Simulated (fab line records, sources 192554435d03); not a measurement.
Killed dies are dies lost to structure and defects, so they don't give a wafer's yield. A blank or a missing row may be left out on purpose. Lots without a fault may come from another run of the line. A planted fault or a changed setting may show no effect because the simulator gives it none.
fab line records | flow n5_finfet
record lots=10 wafers=30 last_day=18
route steps=1938 shown BEOL_M9@1421
lots that met no fault: from a run of the same line without faults
start_h: hours from the record's first day to the start of the lot's first wafer shown | wait_h: hours since the lot's step before | " the same as in the row above | L1.1+2: a row that stands for several wafers | - no value, or no start given | * or withheld: withheld | < > ~ a bound
route shown NAME@n: a module of which the file shows steps, and the number in the route of the first | usual: mean/standard deviation of fault-free wafers | same: alike in all rows | chamber/n: place in a boat | sites: the reading at each site | _std_site: their standard deviation | _edge_site: outer sites' mean less inner sites' | radius_mm: how far each site lies from the wafer's centre | mask NAME#n: copy n | behind: the tool/chamber that last shaped the wafer | hold: why the lot was held/for how many hours/how that ended | device: the transistor (n, p or np) that didn't switch | end of line: the same wafers' tests at the end of the route | a step without rows: its recipe alone | killed: dies lost to structure and defects at the first sort, not the wafer's yield | map: a wafer's dies, x killed, . not, _ none there
set.NAME: the setting as run; set.NAME@STEP: as run at that earlier step | model.NAME: the simulator's own value behind a step, which no gauge read
steps of the route over a sample of lots; a table a step, a row a wafer
services: from which hour (start_h, from the record's first day; less than 0 if before it) a tool's chamber was out of use, for how many hours, and why
## steps
# step N5_BEOL_M9_STRIP_67
# recipe chemistry=CF4 resist=SiARC power_w=300 bias_power_w=75 pressure_mtorr=50 cf4_flow_sccm=150 rf_frequency_hz=6e+07
# usual cf4_flow_sccm=150.1/0.42 chamber_pressure_mTorr=50.00/0.051 drypump_motor_current_A=5.8/0.47 oes_product_au=0.79/0.08 rf_vpp_V=270.3/1.2 showerhead_plenum_p_Torr=1.754/0.03 throttle_valve_pct=13.64/0.25
# columns lot.wafer tool chamber start_h wait_h cf4_flow_sccm chamber_pressure_mTorr drypump_motor_current_A oes_product_au rf_hours_counter_h rf_vpp_V showerhead_plenum_p_Torr throttle_valve_pct
L192.1 rie_diel-01 0 210.59 0.0 150.1 50.03 6.1 0.89 26 269.9 1.765 13.44
L192.2 " 3 " " 149.6 49.99 6.7 0.74 163 271.4 1.786 13.57
L192.4 " 2 " " 150.1 50.03 6.1 0.90 18 270.2 1.743 13.37
L193.1 rie_diel-03 0 226.81 0.0 150.4 50.09 6.0 0.88 41 272.5 1.807 13.45
L193.4 " 2 " " 150.6 49.99 5.6 0.73 - 270.8 1.779 14.05
L193.6 " 0 " " 149.9 50.11 6.0 0.88 - 272.2 1.807 13.44
L191.3 rie_diel-01 1 227.24 0.0 150.5 50.04 5.9 0.85 79 270.2 1.732 13.33
L191.4 " 3 " " 149.6 50.00 6.6 0.72 168 272.1 1.785 13.60
L191.5 " 3 " " 149.9 49.95 6.7 0.73 - 270.5 1.784 13.58
L195.1 rie_diel-01 2 240.89 0.0 150.7 49.91 6.0 0.89 28 269.4 1.740 13.40
L195.2 " 0 " " 149.8 49.93 6.1 0.88 35 270.6 1.763 13.47
L195.6 " 0 " " 150.7 49.91 6.1 0.88 - 268.5 1.763 13.48
L197.2 rie_diel-01 2 251.54 0.0 149.3 50.03 6.1 0.88 32 268.4 1.740 13.41
L197.4 " 3 " " 150.1 50.00 6.7 0.72 178 269.8 1.782 13.59
L197.5 " 0 " " 150.2 49.94 6.1 0.87 - 270.0 1.762 13.49
L203.1 rie_diel-03 1 297.38 0.0 150.8 50.00 5.7 0.93 9 270.7 1.760 13.63
L203.3 " 3 " " 149.8 49.95 5.0 0.70 238 270.0 1.712 13.87
L203.4 " 2 " " 150.0 50.04 5.6 0.71 222 271.0 1.775 14.10
L208.2 rie_diel-03 3 320.85 0.0 150.4 50.00 5.0 0.69 245 268.6 1.710 13.91
L208.3 " 0 " " 150.3 50.01 6.0 0.85 69 271.5 1.799 13.53
L208.4 " 2 " " 150.0 50.01 5.5 0.71 228 272.1 1.772 14.09
L210.1 rie_diel-06 0 323.23 0.0 150.2 50.04 6.2 0.81 91 270.8 1.729 13.33
L210.2 " 1 " " 150.2 50.00 5.3 0.69 246 270.9 1.715 13.69
L210.4 " 3 " " 149.6 50.04 5.0 0.72 215 268.4 1.707 13.82
L211.2 rie_diel-03 2 334.82 0.0 150.4 50.11 5.6 0.70 232 269.7 1.771 14.11
L211.3 " 0 " " 150.4 50.03 5.9 0.84 73 271.3 1.798 13.53
L211.4 " 3 " " 149.9 49.92 5.0 0.69 250 267.7 1.708 13.90
L213.1 rie_diel-03 2 357.03 0.0 149.9 50.04 5.6 0.70 240 272.9 1.770 14.13
L213.4 " 1 " " 150.4 50.02 5.7 0.88 - 270.1 1.755 13.70
L213.5 " 2 " " 150.1 50.02 5.6 0.70 - 271.9 1.770 14.12
# step N5_BEOL_M9_CD_MEAS_28
# recipe target_cd_nm=70 landing_energy_ev=500 detector=se_inlens polarity=opening
# usual cd_nm=69.85/0.27
# columns lot.wafer tool chamber start_h wait_h cd_nm
L192.1 cd_sem-02 0 211.11 - 70.27
L192.2 " 0 " " 69.36
L192.4 " 0 " " 69.68
L193.1 cd_sem-03 0 227.89 - 69.74
L193.4 " 0 " " 69.49
L193.6 " 0 " " 69.73
L191.3 cd_sem-01 0 228.05 - 69.72
L191.4 " 0 " " 69.47
L191.5 " 0 " " 70.08
L195.1 cd_sem-02 0 242.93 - 69.54
L195.2 " 0 " " 69.72
L195.6 " 0 " " 69.12
L197.2 cd_sem-03 0 254.38 - 69.68
L197.4 " 0 " " 69.72
L197.5 " 0 " " 69.96
L203.1 cd_sem-02 0 297.91 - 69.54
L203.3 " 0 " " 70.05
L203.4 " 0 " " 69.68
L208.2 cd_sem-03 0 321.38 - 69.88
L208.3 " 0 " " 69.64
L208.4 " 0 " " 69.73
L210.1 cd_sem-02 0 325.11 - 69.71
L210.2 " 0 " " 69.89
L210.4 " 0 " " 69.89
L211.2 cd_sem-02 0 338.68 - 70.16
L211.3 " 0 " " 69.94
L211.4 " 0 " " 69.48
L213.1 cd_sem-01 0 357.60 - 70.30
L213.4 " 0 " " 70.21
L213.5 " 0 " " 69.97
# step N5_BEOL_M9_OVL_MEAS_29
# recipe points_per_wafer=522
# usual V8_OVL=-0.3/0.6
# columns lot.wafer tool chamber start_h wait_h V8_OVL[nm]
L192.1 overlay-01 0 211.14 0.0 0.6
L192.2 " 0 " " -0.2
L192.4 " 0 " " 0.0
L193.1 overlay-01 0 227.92 0.0 -0.7
L193.4 " 0 " " -1.3
L193.6 " 0 " " -1.7
L191.3 overlay-01 0 228.09 0.0 0.7
L191.4 " 0 " " 0.2
L191.5 " 0 " " 0.0
L195.1 overlay-02 0 242.96 0.0 0.1
L195.2 " 0 " " -0.6
L195.6 " 0 " " -1.5
L197.2 overlay-02 0 254.42 0.0 -0.5
L197.4 " 0 " " 0.3
L197.5 " 0 " " 0.1
L203.1 overlay-01 0 297.94 0.0 -0.8
L203.3 " 0 " " -1.0
L203.4 " 0 " " -0.7
L208.2 overlay-02 0 321.41 0.0 -1.0
L208.3 " 0 " " 0.0
L208.4 " 0 " " 0.0
L210.1 overlay-02 0 325.14 0.0 -1.0
L210.2 " 0 " " -0.9
L210.4 " 0 " " -1.6
L211.2 overlay-01 0 338.72 0.0 -0.2
L211.3 " 0 " " -0.1
L211.4 " 0 " " -0.9
L213.1 overlay-02 0 357.63 0.0 -0.3
L213.4 " 0 " " -0.2
L213.5 " 0 " " -0.8
# step N5_BEOL_M9_ETCH_65
# recipe chemistry=CF4 target=SiARC target_depth_a=156 mask_material=CAR-EUV time_s=26 ion_energy_ev=80 pressure_mtorr=40 source_w=545 bias_w=36 Ar_flow_sccm=100 cf4_flow_sccm=100 ends=cleared
# usual cf4_flow_sccm=100.02/0.29 chamber_pressure_mTorr=40.01/0.038 drypump_motor_current_A=5.8/0.48 etch_rf_on_time_s=25.9/0.57 oes_product_au=0.67/0.068 rf_vpp_V=183.5/0.89 showerhead_plenum_p_Torr=2.09/0.037 throttle_valve_pct=15.68/0.23
# columns lot.wafer tool chamber start_h wait_h cf4_flow_sccm chamber_pressure_mTorr drypump_motor_current_A etch_rf_on_time_s oes_product_au rf_hours_counter_h rf_vpp_V showerhead_plenum_p_Torr throttle_valve_pct
L192.1 rie_diel-01 1 211.29 0.0 100.11 40.06 5.9 26.0 0.73 74 183.3 2.08 15.39
L192.2 " 2 " " 100.00 40.06 6.0 25.6 0.78 18 183.0 2.09 15.45
L192.4 " 3 " " 99.86 40.03 6.7 25.1 0.63 163 183.8 2.13 15.59
L193.1 rie_diel-06 1 228.06 0.0 100.18 40.04 5.3 26.6 0.60 217 184.3 2.05 15.62
L193.4 " 3 " " 100.23 40.01 5.0 26.2 0.63 185 182.1 2.04 15.75
L193.6 " 3 " " 100.45 40.01 5.0 26.2 0.62 - 183.0 2.04 15.76
L191.3 rie_diel-03 0 228.61 0.0 100.44 40.00 6.0 26.3 0.75 42 184.0 2.15 15.48
L191.4 " 0 " " 100.46 40.05 6.0 26.4 0.74 - 184.1 2.15 15.49
L191.5 " 1 " " 99.96 40.02 5.7 26.2 0.58 - 183.3 2.10 16.18
L195.1 rie_diel-01 1 243.10 0.0 100.18 40.05 5.8 25.6 0.73 84 184.5 2.07 15.40
L195.2 " 3 " " 99.58 39.98 6.7 24.8 0.64 174 184.5 2.13 15.62
L195.6 " 3 " " 99.54 40.00 6.7 24.8 0.64 - 183.8 2.13 15.61
L197.2 rie_diel-06 0 255.14 0.0 100.23 39.97 6.2 26.3 0.72 73 184.3 2.08 15.35
L197.4 " 1 " " 100.17 39.91 5.3 26.5 0.59 228 181.7 2.05 15.65
L197.5 " 3 " " 99.97 39.98 5.0 26.2 0.61 - 182.6 2.04 15.79
L203.1 rie_diel-03 2 298.09 0.0 99.59 40.01 5.6 26.4 0.59 222 185.2 2.13 16.13
L203.3 " 1 " " 100.51 40.00 5.7 26.0 0.79 9 184.1 2.10 15.70
L203.4 " 3 " " 100.30 40.01 5.0 26.2 0.59 238 184.0 2.03 15.87
L208.2 rie_diel-03 2 321.55 0.0 100.22 39.97 5.6 26.7 0.59 229 184.4 2.12 16.14
L208.3 " 1 " " 100.10 40.01 5.7 26.1 0.78 16 184.1 2.09 15.71
L208.4 " 3 " " 130.04 39.98 5.0 25.9 0.59 245 182.4 2.23 17.02
L210.1 rie_diel-06 1 325.28 0.0 100.06 40.02 5.3 26.5 0.58 246 183.3 2.05 15.68
L210.2 " 0 " " 99.82 39.99 6.2 26.3 0.68 92 184.0 2.07 15.39
L210.4 " 3 " " 100.31 40.11 5.0 26.0 0.61 215 184.2 2.03 15.83
L211.2 rie_diel-01 3 339.11 0.0 99.86 39.96 6.7 25.1 0.61 208 184.3 2.12 15.68
L211.3 " 2 " " 99.79 40.00 6.0 25.2 0.73 64 182.9 2.08 15.55
L211.4 " 1 " " 100.13 40.01 5.9 25.8 0.68 119 184.1 2.06 15.46
L213.1 rie_diel-03 1 357.77 0.0 100.00 40.01 5.6 26.2 0.76 28 183.6 2.09 15.72
L213.4 " 1 " " 100.24 40.03 5.7 26.4 0.75 - 183.3 2.09 15.73
L213.5 " 0 " " 99.85 40.02 6.0 26.3 0.71 - 182.5 2.14 15.59
## services
# columns tool chamber start_h hours kind
rie_diel-06 - 193.26 2.8 pm
rie_diel-06 1 217.57 10.0 repair
rie_diel-03 3 222.21 10.9 repair
rie_diel-03 1 238.81 - clean
rie_diel-03 1 238.81 - consumable_replace:focus_ring
rie_diel-03 1 238.81 25.4 scheduled_down
rie_diel-03 1 238.81 25.4 vent_cycle
rie_diel-03 - 252.59 14.6 pm
rie_diel-03 2 270.09 9.5 repair
rie_diel-06 - 278.78 15.6 pm
rie_diel-03 3 335.42 - clean
rie_diel-03 3 335.42 - consumable_replace:focus_ring
rie_diel-03 3 335.42 - consumable_replace:showerhead
rie_diel-03 3 335.42 25.7 scheduled_down
rie_diel-03 3 335.42 25.7 vent_cycle
rie_diel-06 1 335.87 - clean
rie_diel-06 1 335.87 - consumable_replace:focus_ring
rie_diel-06 1 335.87 - consumable_replace:showerhead
rie_diel-06 1 335.87 25.9 scheduled_down
rie_diel-06 1 335.87 25.9 vent_cycle
## key
first_sign step=N5_BEOL_M9_ETCH_65 reading=cf4_flow_sccm direction=up sigmas=99+ usual=100.02 struck=130.04
effect step=N5_BEOL_M9_ETCH_65 reading=throttle_valve_pct direction=up sigmas=5.8 usual=* struck=*
met_at N5_BEOL_M9_ETCH_65
struck_lots L208
struck_wafers L208.4
not_acting_at N5_BEOL_M9_STRIP_67,N5_BEOL_M9_CD_MEAS_28,N5_BEOL_M9_OVL_MEAS_29
onset_between 298.09 321.55
fault kind=process_parameter_drift tool=rie_diel-03 chamber=3 onset_h=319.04 steps=N5_BEOL_M9_ETCH_65 channel=cf4_flow_sccm offset=30 shape=step end_h=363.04 acts_in=these_recipes_only stated=100
